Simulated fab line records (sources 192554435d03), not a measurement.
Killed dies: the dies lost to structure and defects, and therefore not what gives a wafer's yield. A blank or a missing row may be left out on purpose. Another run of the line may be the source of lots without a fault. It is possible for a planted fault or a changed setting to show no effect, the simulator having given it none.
Split-lot study | flow n5-finfet | 39 wafers read across 7 lots, on a route 1938 steps long

THE SPLIT
At N5_DUMMY_GATE_ETCH_44 (etches poly-Si in HBr/O2, stops on SiO2, target depth 127.5 nm), the setting target-depth-a was moved away from the recipe's 1275 angstrom on 12 of the 39 wafers read, by -4.0% to +10.4%. All remaining wafers had this setting at the recipe value.

The reading is taken at the split's own step.

THE READING
oes-product-au, in a.u., at N5_DUMMY_GATE_ETCH_44 (etches poly-Si in HBr/O2, stops on SiO2, target depth 127.5 nm). Fault-free wafers of this fab line usually give 0.727 a.u., standard deviation 0.0086 a.u.

wafer  | tool, chamber at the split | target-depth-a as run, angstrom | against the recipe | oes-product-au, a.u. | against lot-mates on the recipe
L074.1 | rie-si-05, 2               | 1224                            | -4.0%              | 0.737                | +0.012
L074.2 | rie-si-05, 1               | 1224                            | -4.0%              | 0.741                | +0.016
L074.3 | rie-si-05, 3               | 1275                            | recipe             | 0.731                | -
L074.4 | rie-si-05, 0               | 1275                            | recipe             | 0.724                | -
L074.5 | rie-si-05, 3               | 1275                            | recipe             | 0.721                | -
L074.6 | rie-si-05, 2               | 1224                            | -4.0%              | 0.740                | +0.015
L076.1 | rie-si-05, 2               | 1275                            | recipe             | 0.726                | -
L076.2 | rie-si-05, 3               | 1275                            | recipe             | 0.735                | -
L076.3 | rie-si-05, 1               | 1275                            | recipe             | 0.720                | -
L076.4 | rie-si-05, 0               | 1275                            | recipe             | 0.733                | -
L076.5 | rie-si-05, 3               | 1275                            | recipe             | 0.738                | -
L076.6 | rie-si-05, 0               | 1275                            | recipe             | 0.720                | -
L081.1 | rie-si-05, 2               | 1386                            | +8.7%              | 0.705                | -0.018
L081.2 | rie-si-05, 1               | 1386                            | +8.7%              | 0.692                | -0.031
L081.3 | rie-si-05, 3               | 1275                            | recipe             | 0.727                | -
L081.4 | rie-si-05, 0               | 1275                            | recipe             | 0.721                | -
L081.5 | rie-si-05, 2               | 1275                            | recipe             | 0.720                | -
L081.6 | rie-si-05, 1               | 1386                            | +8.7%              | 0.692                | -0.031
L085.1 | rie-si-02, 3               | 1275                            | recipe             | 0.732                | -
L085.2 | rie-si-02, 0               | 1275                            | recipe             | 0.728                | -
L085.3 | rie-si-02, 2               | 1275                            | recipe             | 0.723                | -
L085.4 | rie-si-02, 1               | 1275                            | recipe             | 0.723                | -
L085.5 | rie-si-02, 0               | 1275                            | recipe             | 0.712                | -
L085.6 | rie-si-02, 1               | 1275                            | recipe             | 0.730                | -
L089.1 | rie-si-03, 2               | 1384                            | +8.5%              | 0.700                | -0.031
L089.2 | rie-si-03, 3               | 1275                            | recipe             | 0.725                | -
L089.3 | rie-si-03, 1               | 1275                            | recipe             | 0.732                | -
L089.4 | rie-si-03, 0               | 1384                            | +8.5%              | 0.710                | -0.021
L089.5 | rie-si-03, 1               | 1275                            | recipe             | 0.736                | -
L089.6 | rie-si-03, 0               | 1384                            | +8.5%              | 0.705                | -0.026
L090.1 | rie-si-03, 1               | 1275                            | recipe             | 0.743                | -
L090.2 | rie-si-03, 0               | 1275                            | recipe             | 0.737                | -
L090.4 | rie-si-03, 2               | 1275                            | recipe             | 0.733                | -
L094.1 | rie-si-02, 3               | 1275                            | recipe             | 0.729                | -
L094.2 | rie-si-02, 0               | 1408                            | +10.4%             | 0.691                | -0.032
L094.3 | rie-si-02, 1               | 1275                            | recipe             | 0.723                | -
L094.4 | rie-si-02, 2               | 1408                            | +10.4%             | 0.695                | -0.028
L094.5 | rie-si-02, 2               | 1275                            | recipe             | 0.717                | -
L094.6 | rie-si-02, 1               | 1408                            | +10.4%             | 0.699                | -0.024

THE FIT
A straight line over all 39 wafers: oes-product-au changes by -0.00309 a.u. for each +1% of target-depth-a; r = -0.89; the points scatter about the line by 0.0067 a.u.
The same after taking each lot's own level away (the mean of its wafers on the recipe; 39 wafers): -0.00294 a.u. for each +1%; r = -0.92; scatter 0.0054 a.u.
On that fit, the largest move of target-depth-a shifts the reading by 0.031 a.u.
Measured against the standard deviation above, the lots' own levels, which go from 0.7227 to 0.7377 a.u., span 1.7 times it.
The two slopes are in agreement: the lot-to-lot level therefore moves the slope only a little.
Check: for one of the wafers moved furthest among these (+10.4%), held out of the fit, the line's prediction against its lot-mates is -0.0302 a.u. It came out at -0.032 a.u. against them.
Tool readings at the split's step, against how far the setting was moved: oes-product-au r = -0.89.

THESE WAFERS: OTHER SPLITS
Before the reading, these wafers also passed through other splits. Each is held against what the fit with the lots' levels taken away leaves over:
other split on the same wafers | wafers away from the commonest value | r with oes-product-au (lot level and that fit taken away)
N5_DUMMY_GATE_ETCH_37 source-w | 18                                   | +0.05

FILE'S OWN FIT
oes-product-au changes by -0.00293 a.u. for each +1% of target-depth-a, r = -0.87.
